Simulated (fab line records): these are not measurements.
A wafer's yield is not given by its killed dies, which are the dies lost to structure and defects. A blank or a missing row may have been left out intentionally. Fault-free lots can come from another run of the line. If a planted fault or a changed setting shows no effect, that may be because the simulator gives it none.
A struck lot beside a sound one	flow nand-harc	39 steps out of a route of 1302
Sound: these wafers, L217.1, L217.3, L217.4. Struck: wafers L224.1, L224.2, L224.3. Last of all comes the cause.
Order at every step that has rows: each side's tool, ch and its chambers, its first start. Under that, the readings that differ: sound wafers	struck wafers	difference of the means	sigmas: that difference in standard deviations of wafers without a fault.
alike: readings whose means differ by less than 2 such deviations, and words and numbers that are the same on both sides. not compared: withheld readings, readings that some wafer has no value for, bounds like >300 that may hide the same value, and numbers for which the record gives no deviation and whose values overlap.
A row with sigmas, a row that says differs or no value, or rows on one side alone: a step with any of these is where the two part. Numbers that don't overlap but have no deviation are shown without sigmas and don't part them. A reading missing from all wafers of one side parts the sides only when that side holds two or more wafers.

first, 3 steps without rows for these wafers: NHARC_A_BONDPAD_EXPOSE_06 (exposes mask A BPAD); NHARC_A_BONDPAD_PEB_07 (peb time 80 s); NHARC_A_BONDPAD_DEVELOP_08 (time 50 s).
NHARC_A_BONDPAD_CD_MEAS_09: target cd 500 nm.
  sound on cd-sem-03 ch 0, day 24 15:29; struck on cd-sem-03 ch 0, day 27 18:28
  alike: cd-nm
NHARC_A_BONDPAD_OVL_MEAS_35:
  sound: overlay-01 at day 24 15:34; struck: overlay-01 at day 27 18:34
reading	sound	struck	difference	sigmas
overlay-x-nm (nm)	13 12 13	0 1 0	-12	-3
  alike: overlay-y-nm
then, 3 steps without rows for these wafers: NHARC_A_BONDPAD_HARDBAKE_10 (time 65 s); NHARC_A_BONDPAD_DESCUM_11 (chemistry O2, time 3 s); NHARC_A_BONDPAD_ETCH_34 (etches the open film in N2/H2, target depth 60 nm, overetch 18 nm, time 65.91 s).
NHARC_A_BONDPAD_ETCH_12: etches the open film in CHF3/O2, target depth 220 nm, time 110 s.
  sound on rie-diel-13 ch 0,2,3; struck on rie-diel-05 ch 1,2,3
reading	sound	struck	difference	sigmas
drypump-motor-current-A (A)	5.7 5.1 4.8	6.4 6.0 6.6	+1.1	+2
rf-hours-counter-h (h)	6 5 5	1 1 1	-4	
  alike: chamber-pressure-mTorr, oes-product-au, rf-vpp-V, showerhead-plenum-p-Torr, throttle-valve-pct
NHARC_A_BONDPAD_CD_MEAS_13:
  sound: cd-sem-02 at day 24 16:04; struck: cd-sem-03 at day 27 19:01
  alike: cd-nm
then, 2 steps without rows for these wafers: NHARC_A_BONDPAD_STRIP_15 (strips in O2); NHARC_A_BONDPAD_ETCH_24 (etches the open film in CF4/N2, target depth 30 nm, time 72.99 s).
NHARC_A_BONDPAD_STRIP_16: strips in post etch residue remover, time 600 s.
  sound on wet-bench-08 ch 0,1,3, day 24 16:25; struck on wet-bench-08 ch 1,4,6, day 27 19:22
then, 3 steps without rows for these wafers: NHARC_A_BONDPAD_DEGAS_25 (time 60 s); NHARC_A_BONDPAD_PRE_CLEAN_26 (time 30 s); NHARC_A_BONDPAD_PVD_17 (deposits TaN, target thk 5 nm, time 8.06 s).
NHARC_A_BONDPAD_PVD_27: deposits Cu, target thk 30 nm, time 20.49 s.
  sound on pvd-sputter-02; struck on pvd-sputter-03
  alike: substrate-temp-c, throttle-valve-pct
then, 2 steps without rows for these wafers: NHARC_A_BONDPAD_ECD_18 (material Cu, target thk 400 nm); NHARC_A_BONDPAD_ANNEAL_28 (time 90 s).
NHARC_A_BONDPAD_CMP_19: polishes, t overpolish 30 s, cu recess touch 16 s, target thk 169.82 nm.
  sound on cmp-01 ch 0,1,3, day 24 17:47; struck on cmp-01 ch 0,1,3, day 27 20:43
  alike: motor-current-A, overpolish-run-s, slurry-flow-ml-min
NHARC_A_BONDPAD_THK_MEAS_20: measures by xrf.
  sound: film-metro-01 at day 24 18:05; struck: film-metro-01 at day 27 21:04
  alike: thk-nm
then, 1 step without rows for these wafers: NHARC_A_BONDPAD_SRD_21 (time 30 s, dry time 20 s).
NHARC_HYBRID_BOND_ACTIVATE_00: chemistry N2, time 60 s.
  sound on rie-diel-07 ch 0,2,3, day 24 18:22; struck on rie-diel-07 ch 1,2,3, day 27 21:21
reading	sound	struck	difference	sigmas
rf-hours-counter-h (h)	7 7 7	13 13 13	+6	
  alike: drypump-motor-current-A, oes-product-au, rf-vpp-V, showerhead-plenum-p-Torr
then, 4 steps without rows for these wafers: NHARC_HYBRID_BOND_PRECLEAN_01 (cleans in DIW, time 300 s); NHARC_HYBRID_BOND_SRD_02 (time 30 s, dry time 20 s); NHARC_HYBRID_BOND_BOND_03; NHARC_HYBRID_BOND_ANNEAL_04 (time 7200 s).
NHARC_HYBRID_BOND_OVL_MEAS_05:
  sound: overlay-01 at day 25 07:02; struck: overlay-01 at day 28 04:35
  alike: overlay-x-nm, overlay-y-nm
NHARC_THIN_TSV_GRIND_00:
  sound on grinder-01 ch 0, day 25 07:14; struck on grinder-01 ch 0, day 28 05:59
  alike: head-pressure-psi, motor-current-A, slurry-flow-ml-min
then, 1 step without rows for these wafers: NHARC_THIN_TSV_CMP_01 (polishes).
NHARC_THIN_TSV_THK_MEAS_02: measures by ir.
  sound: film-metro-01 at day 25 08:44; struck: film-metro-02 at day 28 07:29
  alike: thk-nm
then, 7 steps without rows for these wafers: NHARC_THIN_TSV_SRD_03; NHARC_THIN_TSV_PRECLEAN_41 (cleans in SC1); NHARC_THIN_TSV_SRD_42; NHARC_THIN_TSV_DEP_43 (deposits SiO2, target thk 1328.5 nm); NHARC_THIN_TSV_DEHYDRATE_04 (time 120 s); NHARC_THIN_TSV_HMDS_05 (time 30 s); NHARC_THIN_TSV_COAT_06.
NHARC_END_SORT_01:
  sound on prober-02 ch 0, day 26 00:40; struck on prober-01 ch 0, day 28 23:58
reading	sound	struck	difference	sigmas
defect-limited-yield (%)	91.7 92.3 94.4	85.2 80.2 80.2	-10.9	-6
killed-at-array	51 46 33	95 133 134	+77	+6
killed-dies	56 52 38	100 134 134	+74	+6
  alike: killed-at-other, killed-at-periphery, killed-open, killed-short

== WHERE THEY PART ==
At NHARC_A_BONDPAD_OVL_MEAS_35 first; at NHARC_END_SORT_01 last (within this record only).

WHY: what had been put in by the simulator
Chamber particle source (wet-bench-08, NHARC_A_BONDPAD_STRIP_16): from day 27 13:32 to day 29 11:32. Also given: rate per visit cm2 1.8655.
